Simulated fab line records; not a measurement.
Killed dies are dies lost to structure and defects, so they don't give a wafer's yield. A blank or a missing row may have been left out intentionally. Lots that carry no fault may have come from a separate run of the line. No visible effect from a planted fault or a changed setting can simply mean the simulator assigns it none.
A struck lot beside a sound one | flow n5_finfet | 15 steps out of a route of 1938
Sound: wafers L120.1, L120.5, L120.6. Struck: wafer L127.4; the same lot's L127.1 was not struck, so it is left out; see the end for the cause.
For every step that has rows: the tool of each side, followed by ch and its chambers, followed by its first start. Under that, the readings that differ: sound wafers | struck wafers | difference of the means | sigmas: that difference in standard deviations of wafers without a fault.
alike: same words and numbers on both sides, and readings whose means sit less than 2 such deviations apart. not compared: any withheld reading, any reading some wafer has no value for, any bound like >300 that may hide the same value, and any number with overlapping values for which the record gives no deviation.
Wherever a step has rows on one side only, a row that says differs or no value, or a row with sigmas, the two part there. Non-overlapping numbers with no deviation appear without sigmas and do not part them. A reading missing from all wafers of one side parts the sides only when that side holds two or more wafers.

N5_BEOL_M11_CURE_72: cures SiCOH lowk, time 120 s.
  sound on uv_cure-03 ch 2, day 11 21:21; struck on uv_cure-03 ch 1, day 13 13:58
  reading          | sound             | struck | difference | sigmas
  wafer_temp_C_max | 372.9 372.7 372.4 | 371.0  | -1.7       | -2
  alike: lamp_power_pct
N5_BEOL_M11_DEGAS_44: time 60 s.
  sound on pvd_sputter-03, day 11 21:57; struck on pvd_sputter-01, day 13 14:17
  reading            | sound       | struck | difference | sigmas
  heater_power_w (W) | 420 403 322 | 267    | -115       | -3
  alike: susceptor_temp_C
then, 2 steps without rows for these wafers: N5_BEOL_M11_PRE_CLEAN_45 (time 30 s); N5_BEOL_M11_ALD_74 (deposits TaN, target thk 2 nm, pulse time 2 s, purge time 3 s).
N5_BEOL_M11_SURFACE_TREAT_76:
  sound on pvd_sputter-01, day 11 22:46; struck on pvd_sputter-03, day 13 15:46
  not compared: throttle_valve_pct
then, 1 step without rows for these wafers: N5_BEOL_M11_CVD_75 (deposits Co from CCTBA/H2, target thk 2 nm, time 138.9 s).
N5_BEOL_M11_SPUTTER_48: material Cu, target thk 12 nm, time 2 s.
  sound on pvd_sputter-01, day 11 23:20; struck on pvd_sputter-03, day 13 15:58
  alike: bias_v, chuck_sensor_temp_C, susceptor_temp_C, throttle_valve_pct
then, 2 steps without rows for these wafers: N5_BEOL_M11_ECD_50 (material Cu, target thk 318 nm); N5_BEOL_M11_ANNEAL_51 (time 90 s).
N5_BEOL_M11_CMP_52: polishes, stops on SiCOH lowk, t overpolish 7 s, target thk 140 nm.
  sound on cmp-01 ch 0,2,3, day 11 23:59; struck on cmp-01 ch 3, day 13 16:36
  alike: barrier_field_endpoint_s, motor_current_A, overpolish_run_s, platen_rpm, time_to_endpoint_s
N5_BEOL_M11_THK_MEAS_53: measures by xrf.
  sound on film_metro-01, day 12 00:10; struck on film_metro-02, day 13 16:52
  alike: M11_THK
then, 1 step without rows for these wafers: N5_BEOL_M11_PRE_CLEAN_55 (time 15 s).
N5_BEOL_M11_DEP_56: deposits SiCN from 3MS/NH3, target thk 30 nm, time 10.5 s.
  sound on pecvd-03 ch 0,2, day 12 00:14; struck on pecvd-03 ch 0, day 13 16:56
  reading                                   | sound          | struck | difference | sigmas
  model.SiCN_of_BEOL_M11_DEP_56.thk_nm (nm) | 29.2 29.6 29.6 | 27.6   | -1.9       |
  alike: showerhead_plenum_p_Torr, showerhead_vpp_V, throttle_valve_pct
N5_BEOL_M11_RS_MEAS_57: measures by four-point-probe.
  sound on film_metro-01, day 12 00:19; struck on film_metro-01, day 13 17:01
  alike: M11_RS
N5_PASSIVATION_PROBE_49:
  sound on prober-02, day 13 16:40; struck on prober-02, day 15 06:12
  reading             | sound    | struck | difference | sigmas
  killed_at_front_end | 32 43 51 | 21     | -21        | -2
  alike: defect_limited_yield, killed_at_M0_to_M3, killed_at_M4_up, killed_at_contacts, killed_at_other, killed_dies, killed_open, killed_short, sort_bin_5_function, sort_bin_6_memory, sort_bin_8_speed, sort_n_pass, sort_yield_pct

## WHERE THEY PART
At N5_BEOL_M11_CURE_72 first; at N5_PASSIVATION_PROBE_49 last (within this record only).

WHY: what had been put in by the simulator
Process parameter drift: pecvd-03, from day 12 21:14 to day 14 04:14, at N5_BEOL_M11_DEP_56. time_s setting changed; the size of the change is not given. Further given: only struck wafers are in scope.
